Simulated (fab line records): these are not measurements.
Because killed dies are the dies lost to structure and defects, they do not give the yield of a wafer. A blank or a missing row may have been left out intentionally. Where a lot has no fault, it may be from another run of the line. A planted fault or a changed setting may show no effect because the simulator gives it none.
fab line records    flow n5Finfet
[record] lots = 6  wafers = 18  lastDay = 19
route steps=1938 shown BEOL_M5@1145
lots with no fault: from the same line, run without faults
startH: hours from the record's first day to the start of the lot's first wafer shown    waitH: hours since the lot's step before    " identical to the entry in the row above    L1.1+2: a single row standing in for several wafers    - no value, or no start given    * or withheld: withheld    < > ~ a bound
route shown NAME@n: a module of which the file shows steps, and the number in the route of the first    usual: mean/standard deviation of fault-free wafers    same: alike in all rows    chamber/n: place in a boat    sites: each site's reading    _std_site: the values' standard deviation    _edge_site: the outer-site mean with the inner-site mean subtracted    radiusMm: how far each site lies from the wafer's centre    mask NAME#n: copy n    behind: tool/chamber where the wafer was last shaped    hold: what put the lot on hold/how long, in hours/how the hold closed    device: the transistor (n, p or np) that didn't switch    end of line: tests run on the same wafers once the route is complete    where a step has no rows: the recipe by itself    killed: dies lost to structure and defects at the first sort, not the wafer's yield    map: a wafer's dies, marking killed ones x, the rest . and places with no die _
set.NAME: the setting as run; set.NAME@STEP: as run at that earlier step    model.NAME: the simulator's own value behind a step, which no gauge read
lots seen at some steps along the route; tables by step, rows by wafer
services: from which hour (startH, from the record's first day; less than 0 if before it) a tool's chamber was out of use, for how many hours, and why
[[steps]]
[step N5_BEOL_M5_EXPOSE_25]
[recipe] maskId = V4  na = 0.33  sourceShape = quasar  sigmaInner = 0.2  sigmaOuter = 0.6  polarization = unpolarized  defocusNm = 10  doseMj = 52.75
[step N5_BEOL_M5_PEB_26]
[recipe] pebTempC = 100  pebTimeS = 60  resist = CAR-EUV
[step N5_BEOL_M5_DEVELOP_27]
[recipe] developTimeS = 30  developer = TMAH  resist = CAR-EUV  rinseLiquid = surfactantRinse  dry = airSpin  devTempC = 23
[step N5_BEOL_M5_CD_MEAS_28]
[recipe] targetCdNm = 30.6  landingEnergyEv = 500  detector = seInlens  targetCdYNm = 20  polarity = opening
[usual] cdNm = 30.60/0.25
[same] landingEnergyEv = 500
lot.wafer  tool      chamber  startH  waitH  cdNm
L248.2     cdSem-03  0        213.89  -      30.39
L248.4     "         0        "       "      30.98
L248.5     "         0        "       "      30.90
L251.2     cdSem-02  0        243.35  -      30.62
L251.3     "         0        "       "      30.58
L251.6     "         0        "       "      30.76
L254.2     cdSem-02  0        265.67  -      30.52
L254.3     "         0        "       "      30.60
L254.5     "         0        "       "      30.73
L262.2     cdSem-02  0        322.83  -      30.86
L262.4     "         0        "       "      30.77
L262.5     "         0        "       "      30.71
L265.3     cdSem-03  0        334.10  -      30.73
L265.4     "         0        "       "      30.63
L265.5     "         0        "       "      30.79
L270.1     cdSem-01  0        351.11  -      30.71
L270.3     "         0        "       "      30.62
L270.6     "         0        "       "      30.58
[step N5_BEOL_M5_OVL_MEAS_29]
[recipe] pointsPerWafer = 522
[usual] V4_OVL = -0.3/0.64
lot.wafer  tool        chamber  startH  waitH  V4_OVL[nm]
L248.2     overlay-02  0        213.93  0.0    -1.1
L248.4     "           0        "       "      -0.3
L248.5     "           0        "       "      -0.9
L251.2     overlay-01  0        243.39  0.0    -0.6
L251.3     "           0        "       "      -0.1
L251.6     "           0        "       "      0.2
L254.2     overlay-02  0        265.70  0.0    0.5
L254.3     "           0        "       "      0.3
L254.5     "           0        "       "      0.4
L262.2     overlay-01  0        322.87  0.0    -0.1
L262.4     "           0        "       "      0.7
L262.5     "           0        "       "      0.7
L265.3     overlay-02  0        334.14  0.0    -1.0
L265.4     "           0        "       "      -1.4
L265.5     "           0        "       "      0.1
L270.1     overlay-01  0        351.15  0.0    -0.7
L270.3     "           0        "       "      -1.1
L270.6     "           0        "       "      -0.8
[step N5_BEOL_M5_INSPECT_30]
[recipe] mode = adi  inspectInstrument = brightfield
[usual] rawDefectCount = 397/87
lot.wafer  tool              chamber  startH  waitH  rawDefectCount
L248.2     defectInspect-02  -        213.98  0.0    359
L248.4     "                 -        "       "      387
L248.5     "                 -        "       "      274
L251.2     defectInspect-01  -        243.45  0.1    399
L251.3     "                 -        "       "      379
L251.6     "                 -        "       "      424
L254.2     defectInspect-02  -        265.76  0.0    452
L254.3     "                 -        "       "      362
L254.5     "                 -        "       "      341
L262.2     defectInspect-02  -        322.92  0.0    332
L262.4     "                 -        "       "      426
L262.5     "                 -        "       "      447
L265.3     defectInspect-02  -        334.19  0.0    528
L265.4     "                 -        "       "      334
L265.5     "                 -        "       "      385
L270.1     defectInspect-02  -        351.20  0.1    378
L270.3     "                 -        "       "      411
L270.6     "                 -        "       "      388
[step N5_BEOL_M5_DESCUM_33]
[recipe] chemistry = O2  timeS = 7  sourcePowerW = 50  biasPowerW = 20  pressureMtorr = 20  rfFrequencyHz = 2.712e+07  tempC = 40  resist = CAR-EUV  o2FlowSccm = 225
[usual] drypumpMotorCurrentA = 5.8/0.48  oesProductAu = 0.80/0.089  rfVppV = 243.0/1.4  showerheadPlenumPTorr = 2.09/0.08  throttleValvePct = 20.48/0.29
[same] timeS = 7
lot.wafer  tool        chamber  startH  waitH  drypumpMotorCurrentA  oesProductAu  rfHoursCounterH  rfVppV  showerheadPlenumPTorr  throttleValvePct
L248.2     rieDiel-05  1        214.01  0.0    5.7                   0.68          233              243.3   2.15                   20.51
L248.4     "           2        "       "      6.0                   0.74          150              245.0   2.17                   20.80
L248.5     "           1        "       "      5.6                   0.67          -                243.6   2.15                   20.52
L251.2     rieDiel-05  2        243.48  0.0    6.0                   0.74          159              244.6   2.17                   20.84
L251.3     "           0        "       "      5.8                   0.95          13               243.1   2.04                   20.30
L251.6     "           3        "       "      5.1                   0.70          -                243.5   2.08                   20.26
L254.2     rieDiel-05  2        265.81  0.1    6.0                   0.73          167              243.4   2.17                   20.84
L254.3     "           0        "       "      5.8                   0.91          20               241.5   2.04                   20.31
L254.5     "           0        "       "      5.8                   0.92          -                242.3   2.04                   20.31
L262.2     rieDiel-06  1        322.95  0.0    6.4                   0.72          219              242.8   2.07                   20.84
L262.4     "           2        "       "      6.1                   0.85          60               243.6   2.12                   20.62
L262.5     "           2        "       "      6.1                   0.86          -                242.5   2.12                   20.61
L265.3     rieDiel-02  2        334.55  0.4    5.3                   0.76          166              241.0   2.01                   20.54
L265.4     "           3        "       "      5.2                   0.83          85               244.1   2.10                   20.69
L265.5     "           0        "       "      6.1                   0.88          -                243.3   2.12                   19.72
L270.1     rieDiel-02  1        351.48  0.3    6.5                   0.81          78               244.1   2.21                   20.38
L270.3     "           3        "       "      5.3                   0.83          91               243.0   2.10                   20.67
L270.6     "           3        "       "      5.3                   0.83          -                242.8   2.10                   20.68
[step N5_BEOL_M5_ETCH_75]
[recipe] chemistry = N2/H2  target = underlayer  targetDepthA = 65  maskMaterial = CAR-EUV  timeS = 5.2  ionEnergyEv = 200  pressureMtorr = 30  sourceW = 840  biasW = 150  n2FlowSccm = 200  h2FlowSccm = 200  ends = cleared
[usual] biasW = 150.1/0.43  drypumpMotorCurrentA = 5.8/0.48  etchRfOnTimeS = 5.16/0.11  oesProductAu = 0.69/0.074  rfFwdPowerW = 819.5/2.7  rfVppV = 523.6/3  showerheadPlenumPTorr = 2.54/0.1  throttleValvePct = 17.96/0.26
lot.wafer  tool        chamber  startH  waitH  biasW  drypumpMotorCurrentA  etchRfOnTimeS  oesProductAu  rfFwdPowerW  rfHoursCounterH  rfVppV  showerheadPlenumPTorr  throttleValvePct
L248.2     rieDiel-05  1        214.05  0.0    149.7  5.6                   5.41           0.58          818.8        233              526.7   2.62                   18.10
L248.4     "           2        "       "      149.5  6.0                   5.19           0.65          820.2        150              526.3   2.66                   18.36
L248.5     "           1        "       "      150.4  5.6                   5.36           0.58          820.6        -                525.4   2.62                   18.09
L251.2     rieDiel-05  2        243.52  0.0    150.1  6.0                   5.14           0.63          820.4        159              526.5   2.66                   18.39
L251.3     "           0        "       "      150.5  5.7                   5.17           0.80          818.7        13               524.0   2.48                   17.74
L251.6     "           3        "       "      149.6  5.2                   5.29           0.59          822.4        -                522.7   2.52                   17.70
L254.2     rieDiel-05  2        265.84  0.0    149.8  6.0                   5.18           0.62          816.1        167              528.3   2.65                   18.37
L254.3     "           0        "       "      150.1  5.8                   5.20           0.77          820.5        20               523.8   2.48                   17.77
L254.5     "           0        "       "      149.7  5.8                   5.15           0.80          818.9        -                522.3   2.48                   17.79
L262.2     rieDiel-06  1        322.99  0.0    150.1  6.5                   5.09           0.61          816.0        219              521.7   2.50                   18.20
L262.4     "           2        "       "      150.5  6.1                   5.38           0.71          818.9        60               524.8   2.58                   17.96
L262.5     "           2        "       "      150.0  6.1                   5.41           0.70          821.0        -                525.1   2.58                   17.96
L265.3     rieDiel-02  2        334.59  0.0    150.1  5.3                   5.08           0.65          820.7        166              522.5   2.43                   17.90
L265.4     "           3        "       "      150.1  5.2                   5.14           0.71          816.4        85               524.1   2.57                   18.22
L265.5     "           0        "       "      150.1  6.1                   5.04           0.76          821.1        -                526.0   2.60                   17.41
L270.1     rieDiel-02  1        351.51  0.0    150.0  6.6                   5.24           0.70          810.6        78               526.8   2.69                   17.85
L270.3     "           3        "       "      149.6  5.3                   5.15           0.71          822.2        91               522.5   2.57                   18.25
L270.6     "           3        "       "      149.1  5.2                   5.11           0.69          819.7        -                523.6   2.57                   18.24
[step N5_BEOL_M5_ETCH_67]
[recipe] chemistry = CF4  target = SiARC  targetDepthA = 156  maskMaterial = CAR-EUV  timeS = 26  ionEnergyEv = 80  pressureMtorr = 40  sourceW = 545  biasW = 36  Ar_flow_sccm = 100  cf4FlowSccm = 100  ends = cleared
[usual] biasW = 35.99/0.1  drypumpMotorCurrentA = 5.8/0.48  etchRfOnTimeS = 25.9/0.53  oesProductAu = 0.69/0.075  rfFwdPowerW = 531.9/1.7  rfVppV = 184.0/1.2  showerheadPlenumPTorr = 2.13/0.076  throttleValvePct = 15.65/0.29
lot.wafer  tool        chamber  startH  waitH  biasW  drypumpMotorCurrentA  etchRfOnTimeS  oesProductAu  rfFwdPowerW  rfHoursCounterH  rfVppV  showerheadPlenumPTorr  throttleValvePct
L248.2     rieDiel-05  1        214.06  0.0    36.07  5.6                   27.0           0.58          529.5        233              186.1   2.20                   15.69
L248.4     "           2        "       "      35.90  6.0                   25.3           0.65          533.7        150              184.2   2.22                   16.03
L248.5     "           1        "       "      36.02  5.6                   27.0           0.58          532.0        -                185.6   2.20                   15.69
L251.2     rieDiel-05  2        243.54  0.0    35.80  6.0                   25.7           0.64          531.8        159              183.6   2.22                   16.03
L251.3     "           0        "       "      35.91  5.8                   25.9           0.81          533.7        13               184.3   2.11                   15.46
L251.6     "           3        "       "      35.98  5.2                   26.5           0.59          529.8        -                183.5   2.11                   15.43
L254.2     rieDiel-05  2        265.86  0.0    35.90  6.0                   25.3           0.63          529.5        167              185.3   2.22                   16.05
L254.3     "           0        "       "      35.93  5.8                   25.8           0.79          531.2        20               183.7   2.11                   15.46
L254.5     "           0        "       "      35.95  5.8                   25.8           0.79          529.9        -                183.4   2.11                   15.49
L262.2     rieDiel-06  1        323.01  0.0    36.10  6.5                   25.4           0.62          530.6        219              183.6   2.11                   16.02
L262.4     "           2        "       "      35.99  6.1                   26.7           0.72          530.1        60               184.2   2.17                   15.72
L262.5     "           2        "       "      35.98  6.1                   26.7           0.72          530.0        -                183.6   2.17                   15.73
L265.3     rieDiel-02  2        334.61  0.0    35.99  5.3                   25.9           0.65          529.1        166              183.5   2.05                   15.70
L265.4     "           3        "       "      35.83  5.3                   25.7           0.71          532.4        85               184.0   2.16                   15.87
L265.5     "           0        "       "      35.99  6.1                   25.1           0.76          531.0        -                184.3   2.19                   15.06
L270.1     rieDiel-02  1        351.53  0.0    35.96  6.6                   25.8           0.69          531.3        78               185.3   2.24                   15.44
L270.3     "           3        "       "      35.86  5.2                   25.5           0.72          530.5        91               184.1   2.16                   15.86
L270.6     "           3        "       "      36.03  5.2                   25.5           0.72          528.5        -                183.9   2.16                   15.88
[step N5_BEOL_M5_ETCH_68]
[recipe] chemistry = N2/H2  target = SOC  targetDepthA = 800  overetchA = 160  maskMaterial = SiARC  tempC = 40  timeS = 120  ionEnergyEv = 200  pressureMtorr = 30  sourceW = 840  biasW = 150  n2FlowSccm = 200  h2FlowSccm = 200
[usual] biasW = 149.9/0.46  drypumpMotorCurrentA = 5.8/0.48  oesProductAu = 0.62/0.064  rfFwdPowerW = 835.6/3  rfVppV = 523.7/2.7  showerheadPlenumPTorr = 2.54/0.1  throttleValvePct = 17.92/0.26
[same] timeS = 120
lot.wafer  tool        chamber  startH  waitH  biasW  drypumpMotorCurrentA  oesProductAu  rfFwdPowerW  rfHoursCounterH  rfVppV  showerheadPlenumPTorr  throttleValvePct
L248.2     rieDiel-05  1        214.09  0.0    150.3  5.6                   0.53          835.9        233              526.8   2.62                   18.05
L248.4     "           2        "       "      149.5  6.0                   0.57          837.7        150              528.2   2.66                   18.31
L248.5     "           1        "       "      150.3  5.7                   0.52          833.4        -                524.4   2.62                   18.04
L251.2     rieDiel-05  2        243.56  0.0    149.9  6.0                   0.57          832.2        159              525.8   2.66                   18.33
L251.3     "           0        "       "      150.2  5.8                   0.72          838.9        13               522.5   2.48                   17.71
L251.6     "           3        "       "      148.8  5.2                   0.55          834.2        -                521.6   2.52                   17.67
L254.2     rieDiel-05  2        265.89  0.0    149.6  6.0                   0.56          832.2        167              524.8   2.65                   18.33
L254.3     "           0        "       "      150.0  5.8                   0.71          835.3        20               522.9   2.48                   17.72
L254.5     "           0        "       "      149.6  5.8                   0.70          839.4        -                521.8   2.48                   17.73
L262.2     rieDiel-06  1        323.03  0.0    150.1  6.5                   0.55          831.6        219              523.3   2.50                   18.16
L262.4     "           2        "       "      149.5  6.1                   0.67          833.4        60               523.7   2.58                   17.94
L262.5     "           2        "       "      150.4  6.1                   0.65          836.5        -                525.5   2.58                   17.95
L265.3     rieDiel-02  2        334.63  0.0    150.3  5.3                   0.58          835.0        166              520.8   2.43                   17.86
L265.4     "           3        "       "      149.9  5.2                   0.64          832.6        85               524.2   2.57                   18.22
L265.5     "           0        "       "      149.9  6.1                   0.67          828.8        -                525.8   2.60                   17.37
L270.1     rieDiel-02  1        351.56  0.0    150.4  6.6                   0.63          837.4        78               526.6   2.69                   17.84
L270.3     "           3        "       "      149.8  5.3                   0.62          833.1        91               524.7   2.57                   18.22
L270.6     "           3        "       "      150.1  5.2                   0.64          836.7        -                524.4   2.57                   18.22
[step N5_BEOL_M5_STRIP_69]
[recipe] chemistry = N2/H2  tempC = 40  n2FlowSccm = 200  h2FlowSccm = 200  rfFrequencyHz = 6e+07
[step N5_BEOL_M5_STRIP_76]
[recipe] chemistry = N2/H2  tempC = 40  n2FlowSccm = 200  h2FlowSccm = 200  rfFrequencyHz = 6e+07
[step N5_BEOL_M5_VIA_ETCH_34]
[recipe] chemistry = C4F6/O2  target = SiCOH_lowk  targetDepthA = 883  maskMaterial = SOC  taperDeg = 4  timeS = 39.2  ionEnergyEv = 250  pressureMtorr = 30  sourceW = 345  biasW = 185  Ar_flow_sccm = 300  C4F6_flow_sccm = 10  O2_flow_sccm = 10
[usual] biasW = 184.9/0.55  drypumpMotorCurrentA = 5.8/0.48  oes_f_703_au = 0.80/0.08  oesProductAu = 0.81/0.088  rfFwdPowerW = 340.8/1.5  rfVppV = 671/9.8  showerheadPlenumPTorr = 2.84/0.1  throttleValvePct = 20.95/0.29
[same] timeS = 39.2
lot.wafer  tool        chamber  startH  waitH  biasW  drypumpMotorCurrentA  oes_f_703_au  oesProductAu  rfFwdPowerW  rfHoursCounterH  rfVppV  showerheadPlenumPTorr  throttleValvePct  model.etch.depthNm  model.SOC_of_BEOL_M5_COAT_65.thkNm
L248.2     rieDiel-05  1        214.19  0.0    184.9  5.6                   0.66          0.67          341.0        233              669     2.93                   20.97             84.25               56
L248.4     "           2        "       "      185.0  6.0                   0.77          0.75          340.8        150              657     2.96                   21.34             88.83               55.8
L248.5     "           1        "       "      183.8  5.6                   0.67          0.66          341.5        -                669     2.93                   20.97             84.13               56
L251.2     rieDiel-05  2        243.66  0.0    185.4  6.0                   0.54          0.69          259.4        159              759     2.96                   21.35             79.34               56.4
L251.3     "           0        "       "      185.1  5.8                   0.66          0.89          257.6        13               766     2.81                   20.86             80.39               56.2
L251.6     "           3        "       "      185.2  5.2                   0.51          0.66          258.3        -                773     2.81                   20.57             77.94               56.4
L254.2     rieDiel-05  2        265.99  0.0    184.7  6.0                   0.54          0.70          259.5        167              758     2.96                   21.34             80.22               56.2
L254.3     "           0        "       "      185.8  5.8                   0.65          0.87          257.8        20               765     2.80                   20.87             80.66               56.2
L254.5     "           0        "       "      185.0  5.9                   0.64          0.86          257.7        -                766     2.80                   20.86             80.59               56.4
L262.2     rieDiel-06  1        323.13  0.0    184.6  6.5                   0.75          0.71          340.9        219              662     2.81                   21.27             88.19               56
L262.4     "           2        "       "      184.4  6.1                   0.84          0.85          341.3        60               674     2.87                   20.96             85.9                56.2
L262.5     "           2        "       "      184.7  6.1                   0.84          0.84          340.0        -                674     2.87                   20.95             86.43               56
L265.3     rieDiel-02  2        334.73  0.0    184.3  5.3                   0.76          0.75          341.1        166              684     2.74                   21.01             88.62               55.6
L265.4     "           3        "       "      184.4  5.2                   0.83          0.84          339.6        85               667     2.88                   21.24             88.63               55.8
L265.5     "           0        "       "      185.1  6.2                   0.89          0.89          340.9        -                663     2.91                   20.36             90.78               55.6
L270.1     rieDiel-02  1        351.66  0.0    185.2  6.5                   0.82          0.81          341.7        78               685     2.98                   20.73             88.56               56
L270.3     "           3        "       "      185.5  5.3                   0.82          0.83          338.8        91               667     2.87                   21.25             88.08               56.2
L270.6     "           3        "       "      184.9  5.2                   0.82          0.83          339.0        -                668     2.87                   21.26             88.78               56.2
[step N5_BEOL_M5_STRIP_85]
[recipe] chemistry = C4F6/O2  resist = SiARC  rfFrequencyHz = 6e+07
[[services]]
tool        chamber  startH  hours  kind
rieDiel-06  1        192.14  6.6    repair
rieDiel-02  0        198.85  -      clean
rieDiel-02  0        198.85  -      consumableReplace:focusRing
rieDiel-02  0        198.85  22.0   scheduledDown
rieDiel-02  0        198.85  22.0   ventCycle
rieDiel-06  3        210.04  5.9    repair
rieDiel-05  -        215.11  2.8    pm
rieDiel-05  1        264.80  -      clean
rieDiel-05  1        264.80  -      consumableReplace:focusRing
rieDiel-05  1        264.80  21.0   scheduledDown
rieDiel-05  1        264.80  21.0   ventCycle
rieDiel-06  -        299.45  1.1    repair
rieDiel-05  2        308.01  10.4   repair
rieDiel-05  3        329.66  -      clean
rieDiel-05  3        329.66  -      consumableReplace:focusRing
rieDiel-02  0        347.03  9.0    repair
[[key]]
[firstSign] step = N5_BEOL_M5_VIA_ETCH_34  reading = rfFwdPowerW  direction = down  sigmas = 54  usual = *  struck = *
[effect] step = N5_BEOL_M5_VIA_ETCH_34  reading = rfVppV  direction = up  sigmas = 9.6  usual = 671  struck = 765
[modelEffect] step = N5_BEOL_M5_VIA_ETCH_34  value = etch.depthNm  without = 88.79  struck = 79.85
metAt N5_BEOL_M5_VIA_ETCH_34
struckWafers L251.2,L251.3,L251.6,L254.2,L254.3,L254.5
onsetBetween 214.19 243.66
[fault] kind = processParameterDrift  tool = rieDiel-05  chamber = -  onsetH = 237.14  steps = N5_BEOL_M5_VIA_ETCH_34  channel = sourceW  offset = -82.8  shape = step  endH = 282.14  actsIn = theseRecipesOnly  stated = 345
